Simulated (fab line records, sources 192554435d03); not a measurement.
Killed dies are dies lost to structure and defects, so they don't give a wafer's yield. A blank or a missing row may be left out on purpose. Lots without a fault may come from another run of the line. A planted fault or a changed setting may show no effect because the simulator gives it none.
fab line records | flow n5_finfet
record lots=7 wafers=21
route steps=1938 shown BEOL_M1@761 BEOL_M2@860 BEOL_M3@960 BEOL_M4@1031
start_h: hours from the record's first day to the start of the lot's first wafer shown | wait_h: hours since the lot's step before | " the same as in the row above | L1.1+2: a row that stands for several wafers | - no value, or no start given | * or withheld: withheld | < > ~ a bound
route shown NAME@n: a module of which the file shows steps, and the number in the route of the first | usual: mean/standard deviation of fault-free wafers | same: alike in all rows | chamber/n: place in a boat | sites: the reading at each site | _std_site: their standard deviation | _edge_site: outer sites' mean less inner sites' | radius_mm: how far each site lies from the wafer's centre | mask NAME#n: copy n | behind: the tool/chamber that last shaped the wafer | hold: why the lot was held/for how many hours/how that ended | device: the transistor (n, p or np) that didn't switch | end of line: the same wafers' tests at the end of the route | a step without rows: its recipe alone | killed: dies lost to structure and defects at the first sort, not the wafer's yield | map: a wafer's dies, x killed, . not, _ none there
set.NAME: the setting as run; set.NAME@STEP: as run at that earlier step | model.NAME: the simulator's own value behind a step, which no gauge read
lots whose settings were changed on purpose; a table a step, a row a wafer
## steps
# step N5_BEOL_M1_EXPOSE_08
# recipe mask_id=M1 na=0.33 source_shape=dipole sigma_inner=0.369 sigma_outer=0.767 polarization=unpolarized dose_mj=33
# columns lot.wafer tool chamber start_h wait_h mask set.dose_mj
L078.3+5 euv_scanner-02 0 149.51 - M1#0 35.18
L078.4 " 0 " " M1#0 33
L081.2+4 euv_scanner-01 0 172.17 - M1#0 33.74
L081.3 " 0 " " M1#0 33
L083.2+3 euv_scanner-01 0 180.22 - M1#0 33
L083.5 " 0 " " M1#0 31.08
L087.3+5 euv_scanner-02 0 203.50 - M1#0 33
L087.4 " 0 " " M1#0 34.65
L092.1 euv_scanner-01 0 230.69 - M1#0 31.98
L092.3+4 " 0 " " M1#0 33
L096.2+5+6 euv_scanner-02 0 253.28 - M1#0 33
L097.1+2+6 euv_scanner-02 0 266.00 - M1#0 33
# step N5_BEOL_M1_PEB_09
# recipe peb_temp_c=100 peb_time_s=60 resist=CAR-EUV
# step N5_BEOL_M1_DEVELOP_10
# recipe develop_time_s=30 developer=TMAH resist=CAR-EUV rinse_liquid=surfactant_rinse dry=air_spin dev_temp_c=23
# step N5_BEOL_M1_CD_MEAS_11
# recipe target_cd_nm=17.05 landing_energy_ev=500 detector=se_inlens polarity=opening
# usual cd_nm=17.09/0.27
# columns lot.wafer tool chamber start_h wait_h set.dose_mj@BEOL_M1_EXPOSE_08 cd_nm
L078.3 cd_sem-03 0 149.64 - 35.18 18.27
L078.4 " 0 " " 33 16.82
L078.5 " 0 " " 35.18 18.04
L081.2 cd_sem-03 0 172.29 - 33.74 17.68
L081.3 " 0 " " 33 17.42
L081.4 " 0 " " 33.74 17.91
L083.2 cd_sem-02 0 180.34 - 33 17.47
L083.3 " 0 " " 33 16.94
L083.5 " 0 " " 31.08 15.76
L087.3 cd_sem-03 0 203.62 - 33 16.45
L087.4 " 0 " " 34.65 17.86
L087.5 " 0 " " 33 16.91
L092.1 cd_sem-03 0 230.82 - 31.98 16.36
L092.3 " 0 " " 33 17.22
L092.4 " 0 " " 33 16.72
L096.2 cd_sem-02 0 253.40 - 33 17.30
L096.5 " 0 " " 33 17.30
L096.6 " 0 " " 33 17.20
L097.1 cd_sem-03 0 266.13 - 33 16.87
L097.2 " 0 " " 33 17.13
L097.6 " 0 " " 33 17.19
# step N5_BEOL_M1_DESCUM_16
# recipe chemistry=O2 time_s=7 source_power_w=50 bias_power_w=20 pressure_mtorr=20 rf_frequency_hz=2.712e+07 temp_c=40 resist=CAR-EUV o2_flow_sccm=225
# step N5_BEOL_M1_ETCH_74
# recipe chemistry=N2/H2 target=underlayer target_depth_a=65 mask_material=CAR-EUV time_s=5.2 ion_energy_ev=200 pressure_mtorr=30 source_w=840 bias_w=150 n2_flow_sccm=200 h2_flow_sccm=200 ends=cleared
# columns lot.wafer tool chamber start_h wait_h set.dose_mj@BEOL_M1_EXPOSE_08 model.BEOL_M1.cd_offset_nm
L078.3+5 rie_diel-03 0 149.79 0.0 35.18 1.2
L078.4 " 2 " " 33 -0.4
L081.2 rie_diel-06 2 172.60 0.0 33.74 0.8
L081.3 " 3 " " 33 0
L081.4 " 0 " " 33.74 0.4
L083.2 rie_diel-06 3 180.65 0.0 33 0
L083.3 " 1 " " 33 0.2
L083.5 " 3 " " 31.08 -1.2
L087.3 rie_diel-06 0 204.36 0.0 33 -0.2
L087.4 " 2 " " 34.65 1.2
L087.5 " 2 " " 33 0.2
L092.1 rie_diel-06 1 230.97 0.0 31.98 -1
L092.3 " 0 " " 33 -0.2
L092.4 " 2 " " 33 0
L096.2+6 rie_diel-03 2 254.63 0.0 33 0.4
L096.5 " 1 " " 33 0.2
L097.1+2 rie_diel-06 2,0 266.28 0.0 33 0
L097.6 " 0 " " 33 -0.2
# step N5_BEOL_M1_ETCH_63
# recipe chemistry=CF4 target=SiARC target_depth_a=156 mask_material=CAR-EUV time_s=26 ion_energy_ev=80 pressure_mtorr=40 source_w=545 bias_w=36 Ar_flow_sccm=100 cf4_flow_sccm=100 ends=cleared
# columns lot.wafer tool chamber start_h wait_h set.dose_mj@BEOL_M1_EXPOSE_08 model.BEOL_M1.cd_offset_nm
L078.3+5 rie_diel-03 0 149.81 0.0 35.18 1.2
L078.4 " 2 " " 33 -0.2
L081.2 rie_diel-06 2 172.62 0.0 33.74 0.8
L081.3 " 3 " " 33 0
L081.4 " 0 " " 33.74 0.2
L083.2 rie_diel-06 3 180.67 0.0 33 0.2
L083.3 " 1 " " 33 0
L083.5 " 3 " " 31.08 -1.2
L087.3 rie_diel-06 0 204.37 0.0 33 -0.2
L087.4 " 2 " " 34.65 1.2
L087.5 " 2 " " 33 0.2
L092.1 rie_diel-06 1 230.99 0.0 31.98 -1.2
L092.3+4 " 0,2 " " 33 -0.2
L096.2+5+6 rie_diel-03 2,1,2 254.65 0.0 33 0.4
L097.1+2 rie_diel-06 2,0 266.30 0.0 33 0
L097.6 " 0 " " 33 -0.2
# step N5_BEOL_M1_ETCH_64
# recipe chemistry=N2/H2 target=SOC target_depth_a=750 overetch_a=150 mask_material=SiARC temp_c=40 time_s=112.5 ion_energy_ev=200 pressure_mtorr=30 source_w=840 bias_w=150 n2_flow_sccm=200 h2_flow_sccm=200
# columns lot.wafer tool chamber start_h wait_h set.dose_mj@BEOL_M1_EXPOSE_08 model.BEOL_M1.cd_offset_nm
L078.3+5 rie_diel-03 0 149.84 0.0 35.18 1.2
L078.4 " 2 " " 33 0
L081.2 rie_diel-06 2 172.65 0.0 33.74 0.6
L081.3 " 3 " " 33 0
L081.4 " 0 " " 33.74 0.2
L083.2 rie_diel-06 3 180.69 0.0 33 0.2
L083.3 " 1 " " 33 -0.6
L083.5 " 3 " " 31.08 -1.4
L087.3 rie_diel-06 0 204.40 0.0 33 -0.4
L087.4 " 2 " " 34.65 1
L087.5 " 2 " " 33 0.2
L092.1 rie_diel-06 1 231.02 0.0 31.98 -1.6
L092.3 " 0 " " 33 -0.6
L092.4 " 2 " " 33 -0.2
L096.2+5+6 rie_diel-03 2,1,2 254.68 0.0 33 0.2
L097.1 rie_diel-06 2 266.33 0.0 33 0
L097.2+6 " 0 " " 33 -0.2
# step N5_BEOL_M1_TRENCH_ETCH_37
# recipe chemistry=C4F6/O2 target_depth_a=552.07 target=SiOC time_s=29 ion_energy_ev=250 pressure_mtorr=30 source_w=355 bias_w=185 Ar_flow_sccm=300 C4F6_flow_sccm=10 O2_flow_sccm=10
# usual rf_vpp_V=669/29
# columns lot.wafer tool chamber start_h wait_h set.bias_w rf_vpp_V
L078.3 rie_diel-06 1 - - 212.3 797
L078.4 " 0 " " 185 662
L078.5 " 2 " " 185 652
L081.2 rie_diel-04 1 - - 207.1 705
L081.3 " 3 " " 207.1 707
L081.4 " 2 " " 185 633
L083.2 rie_diel-03 0 - - 185 715
L083.3 " 2 " " 169.8 628
L083.5 " 3 " " 169.8 617
L087.3 rie_diel-04 1 - - 185 644
L087.4 " 3 " " 163.5 585
L087.5 " 3 " " 185 646
L092.1 rie_diel-06 3 - - 185 677
L092.3 " 2 " " 185 654
L092.4 " 0 " " 185 662
L096.2 rie_diel-03 2 - - 185 672
L096.5 " 0 " " 185 715
L096.6 " 3 " " 185 659
L097.1 rie_diel-04 3 - - 185 646
L097.2 " 0 " " 185 643
L097.6 " 1 " " 185 643
# step N5_BEOL_M2_ETCH_64
# recipe chemistry=N2/H2 target=SOC target_depth_a=750 overetch_a=225 mask_material=SiARC temp_c=40 time_s=121.9 ion_energy_ev=200 pressure_mtorr=30 source_w=840 bias_w=150 n2_flow_sccm=200 h2_flow_sccm=200
# usual rf_vpp_V=524.0/2.4
# columns lot.wafer tool chamber start_h wait_h set.bias_w rf_vpp_V model.SiARC_of_BEOL_M2_COAT_62.thk_nm
L078.3 rie_diel-05 3 161.68 0.0 150 526.5 6.4
L078.4 " 1 " " 150 526.8 6.4
L078.5 " 2 " " 150 523.5 6
L081.2 rie_diel-01 0 181.36 0.0 150 519.6 6.6
L081.3 " 2 " " 126.2 471.1 7.4
L081.4 " 2 " " 126.2 471.8 7.4
L083.2 rie_diel-02 3 195.37 0.0 150 522.4 6.4
L083.3 " 0 " " 150 523.1 6.6
L083.5 " 3 " " 150 523.3 6.4
L087.3 rie_diel-02 0 215.30 0.0 129.3 475.8 7.6
L087.4 " 3 " " 150 522.2 6.2
L087.5 " 1 " " 150 520.2 6.4
L092.1 rie_diel-05 1 249.94 0.0 150 526.3 6.4
L092.3 " 2 " " 150 524.2 6.2
L092.4 " 0 " " 150 521.0 6.8
L096.2 rie_diel-01 2 266.35 0.0 150 525.7 6.2
L096.5 " 1 " " 150 526.9 6.2
L096.6 " 0 " " 150 528.7 6.4
L097.1 rie_diel-01 1 280.37 0.0 150 526.9 6
L097.2 " 3 " " 150 525.4 6.2
L097.6 " 1 " " 150 526.0 6.2
# step N5_BEOL_M2_COAT_22
# recipe resist=CAR-EUV spin_rpm=1500 resist_thk_nm=30
# columns lot.wafer tool chamber start_h wait_h set.spin_rpm model.CAR-EUV_of_BEOL_M2_COAT_22.thk_nm
L078.3+5 litho_track-05 0 - - 1500 30
L078.4 " 0 " " 1335 31.8
L081.2 litho_track-05 0 - - 1500 30
L081.3+4 " 0 " " 1362 31.6
L083.2+5 litho_track-04 0 - - 1500 30.2
L083.3 " 0 " " 1446 30.8
L087.3+4+5 litho_track-05 0 - - 1500 30
L092.1+3 litho_track-05 0 - - 1500 30
L092.4 " 0 " " 1378 31.4
L096.2+5+6 litho_track-03 0 - - 1500 30
L097.1 litho_track-05 0 - - 1500 30
L097.2+6 " 0 " " 1407 31
# step N5_BEOL_M2_EBR_24
# recipe solvent=PGMEA ebr_width_mm=1.5
# step N5_BEOL_M2_SOFTBAKE_23
# recipe temp_c=110 time_s=60 resist=CAR-EUV
# step N5_BEOL_M2_EXPOSE_25
# recipe mask_id=V1 na=0.33 source_shape=quasar sigma_inner=0.2 sigma_outer=0.8 polarization=unpolarized defocus_nm=5 dose_mj=63
# step N5_BEOL_M2_PEB_26
# recipe peb_temp_c=100 peb_time_s=60 resist=CAR-EUV
# step N5_BEOL_M2_DEVELOP_27
# recipe develop_time_s=30 developer=TMAH resist=CAR-EUV rinse_liquid=surfactant_rinse dry=air_spin dev_temp_c=23
# columns lot.wafer tool chamber start_h wait_h set.spin_rpm@BEOL_M2_COAT_22 model.CAR-EUV_of_BEOL_M2_COAT_22.thk_nm
L078.3 litho_track-04 0 - - 1500 29.4
L078.4 " 0 " " 1335 31.2
L078.5 " 0 " " 1500 29.6
L081.2 litho_track-03 0 - - 1500 29.4
L081.3 " 0 " " 1362 31.2
L081.4 " 0 " " 1362 31
L083.2+5 litho_track-03 0 - - 1500 29.8
L083.3 " 0 " " 1446 30.4
L087.3+4+5 litho_track-03 0 - - 1500 29.6
L092.1+3 litho_track-04 0 - - 1500 29.6
L092.4 " 0 " " 1378 30.8
L096.2+5+6 litho_track-03 0 - - 1500 29.4
L097.1 litho_track-05 0 - - 1500 29.6
L097.2 " 0 " " 1407 30.6
L097.6 " 0 " " 1407 30.4
# step N5_BEOL_M3_COAT_22
# recipe resist=CAR-EUV spin_rpm=1500 resist_thk_nm=30
# columns lot.wafer tool chamber start_h wait_h set.spin_rpm model.CAR-EUV_of_BEOL_M3_COAT_22.thk_nm
L078.3+4 litho_track-02 0 - - 1668 28.4
L078.5 " 0 " " 1500 30
L081.2+3 litho_track-01 0 - - 1500 30.2
L081.4 " 0 " " 1345 31.8
L083.2 litho_track-02 0 - - 1627 28.8
L083.3+5 " 0 " " 1500 30
L087.3+5 litho_track-03 0 - - 1500 30
L087.4 " 0 " " 1500 29.8
L092.1+4 litho_track-03 0 - - 1500 30
L092.3 " 0 " " 1418 30.8
L096.2+5 litho_track-01 0 - - 1500 30.2
L096.6 " 0 " " 1500 30
L097.1 litho_track-03 0 - - 1500 30.2
L097.2+6 " 0 " " 1500 30
# step N5_BEOL_M4_EXPOSE_08
# recipe mask_id=M4 na=0.33 source_shape=dipole sigma_inner=0.369 sigma_outer=0.767 polarization=unpolarized dose_mj=41.25
# columns lot.wafer tool chamber start_h wait_h mask set.dose_mj
L078.3 euv_scanner-02 0 204.83 - M4#0 42.54
L078.4+5 " 0 " " M4#0 41.25
L081.2 euv_scanner-01 0 210.69 - M4#0 41.25
L081.3+4 " 0 " " M4#0 43.1
L083.2 euv_scanner-02 0 215.08 - M4#0 41.25
L083.3+5 " 0 " " M4#0 38.51
L087.3 euv_scanner-01 0 250.43 - M4#0 39.14
L087.4+5 " 0 " " M4#0 41.25
L092.1+3 euv_scanner-01 0 276.21 - M4#0 38.46
L092.4 " 0 " " M4#0 41.25
L096.2+5+6 euv_scanner-02 0 295.80 - M4#0 41.25
L097.1+6 euv_scanner-01 0 306.04 - M4#0 41.25
L097.2 " 0 " " M4#0 43.13
# step N5_BEOL_M4_PEB_09
# recipe peb_temp_c=100 peb_time_s=60 resist=CAR-EUV
# step N5_BEOL_M4_DEVELOP_10
# recipe develop_time_s=30 developer=TMAH resist=CAR-EUV rinse_liquid=surfactant_rinse dry=air_spin dev_temp_c=23
# step N5_BEOL_M4_CD_MEAS_11
# recipe target_cd_nm=16.79 landing_energy_ev=500 detector=se_inlens polarity=opening
# usual cd_nm=16.74/0.29
# columns lot.wafer tool chamber start_h wait_h set.dose_mj@BEOL_M4_EXPOSE_08 cd_nm
L078.3 cd_sem-02 0 204.95 - 42.54 17.53
L078.4 " 0 " " 41.25 16.95
L078.5 " 0 " " 41.25 16.95
L081.2 cd_sem-02 0 210.82 - 41.25 16.89
L081.3 " 0 " " 43.1 17.41
L081.4 " 0 " " 43.1 17.30
L083.2 cd_sem-01 0 215.21 - 41.25 16.56
L083.3 " 0 " " 38.51 15.01
L083.5 " 0 " " 38.51 15.46
L087.3 cd_sem-01 0 250.55 - 39.14 15.81
L087.4 " 0 " " 41.25 16.68
L087.5 " 0 " " 41.25 16.83
L092.1 cd_sem-03 0 276.34 - 38.46 15.33
L092.3 " 0 " " 38.46 15.20
L092.4 " 0 " " 41.25 16.59
L096.2 cd_sem-03 0 295.93 - 41.25 16.75
L096.5 " 0 " " 41.25 17.27
L096.6 " 0 " " 41.25 17.26
L097.1 cd_sem-02 0 306.18 - 41.25 16.58
L097.2 " 0 " " 43.13 17.84
L097.6 " 0 " " 41.25 16.75
# step N5_BEOL_M4_DESCUM_16
# recipe chemistry=O2 time_s=7 source_power_w=50 bias_power_w=20 pressure_mtorr=20 rf_frequency_hz=2.712e+07 temp_c=40 resist=CAR-EUV o2_flow_sccm=225
# step N5_BEOL_M4_ETCH_74
# recipe chemistry=N2/H2 target=underlayer target_depth_a=65 mask_material=CAR-EUV time_s=5.2 ion_energy_ev=200 pressure_mtorr=30 source_w=840 bias_w=150 n2_flow_sccm=200 h2_flow_sccm=200 ends=cleared
# columns lot.wafer tool chamber start_h wait_h set.dose_mj@BEOL_M4_EXPOSE_08 model.BEOL_M4.cd_offset_nm
L078.3 rie_diel-05 3 205.18 0.0 42.54 1
L078.4+5 " 2,1 " " 41.25 0
L081.2 rie_diel-05 2 211.54 0.0 41.25 0.4
L081.3 " 1 " " 43.1 1.2
L081.4 " 2 " " 43.1 1
L083.2 rie_diel-05 2 215.51 0.0 41.25 -0.2
L083.3 " 1 " " 38.51 -1.4
L083.5 " 0 " " 38.51 -1.6
L087.3 rie_diel-05 0 250.72 0.0 39.14 -1.4
L087.4 " 2 " " 41.25 0
L087.5 " 0 " " 41.25 -0.4
L092.1+3 rie_diel-02 0,2 276.75 0.0 38.46 -1.6
L092.4 " 0 " " 41.25 0
L096.2 rie_diel-01 1 296.08 0.0 41.25 -0.2
L096.5 " 2 " " 41.25 0.4
L096.6 " 3 " " 41.25 0
L097.1 rie_diel-02 1 306.47 0.0 41.25 0.2
L097.2 " 0 " " 43.13 1.2
L097.6 " 1 " " 41.25 0.4
# step N5_BEOL_M4_ETCH_63
# recipe chemistry=CF4 target=SiARC target_depth_a=156 mask_material=CAR-EUV time_s=26 ion_energy_ev=80 pressure_mtorr=40 source_w=545 bias_w=36 Ar_flow_sccm=100 cf4_flow_sccm=100 ends=cleared
# columns lot.wafer tool chamber start_h wait_h set.dose_mj@BEOL_M4_EXPOSE_08 model.BEOL_M4.cd_offset_nm
L078.3 rie_diel-05 3 205.20 0.0 42.54 1
L078.4 " 2 " " 41.25 0
L078.5 " 1 " " 41.25 0.2
L081.2 rie_diel-05 2 211.56 0.0 41.25 0.2
L081.3 " 1 " " 43.1 1.2
L081.4 " 2 " " 43.1 1
L083.2 rie_diel-05 2 215.53 0.0 41.25 -0.2
L083.3 " 1 " " 38.51 -1.2
L083.5 " 0 " " 38.51 -1.6
L087.3 rie_diel-05 0 250.74 0.0 39.14 -1.4
L087.4 " 2 " " 41.25 0
L087.5 " 0 " " 41.25 -0.4
L092.1 rie_diel-02 0 276.77 0.0 38.46 -1.6
L092.3 " 2 " " 38.46 -1.8
L092.4 " 0 " " 41.25 0
L096.2 rie_diel-01 1 296.10 0.0 41.25 -0.2
L096.5 " 2 " " 41.25 0.4
L096.6 " 3 " " 41.25 0
L097.1 rie_diel-02 1 306.48 0.0 41.25 0
L097.2 " 0 " " 43.13 1.2
L097.6 " 1 " " 41.25 0.2
# step N5_BEOL_M4_ETCH_64
# recipe chemistry=N2/H2 target=SOC target_depth_a=750 overetch_a=225 mask_material=SiARC temp_c=40 time_s=121.9 ion_energy_ev=200 pressure_mtorr=30 source_w=840 bias_w=150 n2_flow_sccm=200 h2_flow_sccm=200
# columns lot.wafer tool chamber start_h wait_h set.dose_mj@BEOL_M4_EXPOSE_08 model.BEOL_M4.cd_offset_nm
L078.3 rie_diel-05 3 205.23 0.0 42.54 1.4
L078.4 " 2 " " 41.25 0
L078.5 " 1 " " 41.25 -0.2
L081.2 rie_diel-05 2 211.59 0.0 41.25 0.4
L081.3 " 1 " " 43.1 1
L081.4 " 2 " " 43.1 1.2
L083.2 rie_diel-05 2 215.56 0.0 41.25 0.2
L083.3 " 1 " " 38.51 -1.2
L083.5 " 0 " " 38.51 -1.8
L087.3 rie_diel-05 0 250.76 0.0 39.14 -1.4
L087.4 " 2 " " 41.25 0.2
L087.5 " 0 " " 41.25 -0.4
L092.1+3 rie_diel-02 0,2 276.80 0.0 38.46 -1.6
L092.4 " 0 " " 41.25 -0.2
L096.2+6 rie_diel-01 1,3 296.13 0.0 41.25 0
L096.5 " 2 " " 41.25 0.4
L097.1 rie_diel-02 1 306.51 0.0 41.25 0
L097.2 " 0 " " 43.13 1.2
L097.6 " 1 " " 41.25 0.2
# step N5_BEOL_M4_STRIP_65
# recipe chemistry=N2/H2 temp_c=40 n2_flow_sccm=200 h2_flow_sccm=200 rf_frequency_hz=6e+07
# step N5_BEOL_M4_STRIP_75
# recipe chemistry=N2/H2 temp_c=40 n2_flow_sccm=200 h2_flow_sccm=200 rf_frequency_hz=6e+07
# step N5_BEOL_M4_HM_OPEN_17
# recipe chemistry=Cl2/BCl3 target_depth_a=200 overetch_a=60 target=TiN mask_material=SOC ion_energy_ev=150 pressure_mtorr=10 icp_w=1000 bias_w=126 Cl2_flow_sccm=53.25 bcl3_flow_sccm=21.75 Ar_flow_sccm=25
# step N5_BEOL_M4_STRIP_19
# recipe chemistry=O2 power_w=400 temp_c=40 pressure_mtorr=30 rf_frequency_hz=6e+07 bias_power_w=0 overash_fraction=0.2 o2_flow_sccm=225
# step N5_BEOL_M4_CD_MEAS_18
# recipe pitch_nm=36 target_cd_nm=18
# usual cd_nm=18.0/0.46
# columns lot.wafer tool chamber start_h wait_h set.dose_mj@BEOL_M4_EXPOSE_08 cd_nm
L078.3 cd_sem-03 - 205.58 0.1 42.54 19.1
L078.4 " - " " 41.25 17.9
L078.5 " - " " 41.25 17.6
L081.2 cd_sem-01 - 211.95 0.1 41.25 18.4
L081.3 " - " " 43.1 19.1
L081.4 " - " " 43.1 18.6
L083.2 cd_sem-01 - 215.91 0.1 41.25 18.5
L083.3 " - " " 38.51 16.9
L083.5 " - " " 38.51 16.5
L087.3 cd_sem-02 - 251.12 0.1 39.14 16.4
L087.4 " - " " 41.25 17.9
L087.5 " - " " 41.25 17.5
L092.1 cd_sem-02 - 277.30 0.0 38.46 15.9
L092.3 " - " " 38.46 16.4
L092.4 " - " " 41.25 17.7
L096.2 cd_sem-01 - 296.49 0.1 41.25 18.0
L096.5 " - " " 41.25 18.1
L096.6 " - " " 41.25 18.3
L097.1 cd_sem-01 - 306.87 0.0 41.25 17.6
L097.2 " - " " 43.13 19.3
L097.6 " - " " 41.25 18.0
## key
split step=N5_BEOL_M1_EXPOSE_08 setting=dose_mj stated=33 by=wafer
response step=N5_BEOL_M1_CD_MEAS_11 reading=cd_nm change=+0.221 per=1% r=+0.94
response step=N5_BEOL_M1_ETCH_74 reading=model.BEOL_M1.cd_offset_nm change=+0.241 per=1% r=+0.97
response step=N5_BEOL_M1_ETCH_63 reading=model.BEOL_M1.cd_offset_nm change=+0.231 per=1% r=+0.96
response step=N5_BEOL_M1_ETCH_64 reading=model.BEOL_M1.cd_offset_nm change=+0.214 per=1% r=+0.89
split step=N5_BEOL_M1_TRENCH_ETCH_37 setting=bias_w stated=185 by=wafer
response step=N5_BEOL_M1_TRENCH_ETCH_37 reading=rf_vpp_V change=+7.8 per=1% r=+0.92
split step=N5_BEOL_M2_ETCH_64 setting=bias_w stated=150 by=wafer
response step=N5_BEOL_M2_ETCH_64 reading=rf_vpp_V change=+3.14 per=1% r=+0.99
response step=N5_BEOL_M2_ETCH_64 reading=model.SiARC_of_BEOL_M2_COAT_62.thk_nm change=-0.0693 per=1% r=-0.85
split step=N5_BEOL_M2_COAT_22 setting=spin_rpm stated=1500 by=wafer
response step=N5_BEOL_M2_COAT_22 reading=model.CAR-EUV_of_BEOL_M2_COAT_22.thk_nm change=-0.168 per=1% r=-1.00
response step=N5_BEOL_M2_DEVELOP_27 reading=model.CAR-EUV_of_BEOL_M2_COAT_22.thk_nm change=-0.16 per=1% r=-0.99
split step=N5_BEOL_M3_COAT_22 setting=spin_rpm stated=1500 by=wafer
response step=N5_BEOL_M3_COAT_22 reading=model.CAR-EUV_of_BEOL_M3_COAT_22.thk_nm change=-0.147 per=1% r=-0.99
split step=N5_BEOL_M4_EXPOSE_08 setting=dose_mj stated=41.25 by=wafer
response step=N5_BEOL_M4_CD_MEAS_11 reading=cd_nm change=+0.191 per=1% r=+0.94
response step=N5_BEOL_M4_ETCH_74 reading=model.BEOL_M4.cd_offset_nm change=+0.216 per=1% r=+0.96
response step=N5_BEOL_M4_ETCH_63 reading=model.BEOL_M4.cd_offset_nm change=+0.225 per=1% r=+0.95
response step=N5_BEOL_M4_ETCH_64 reading=model.BEOL_M4.cd_offset_nm change=+0.241 per=1% r=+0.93
response step=N5_BEOL_M4_CD_MEAS_18 reading=cd_nm change=+0.251 per=1% r=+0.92
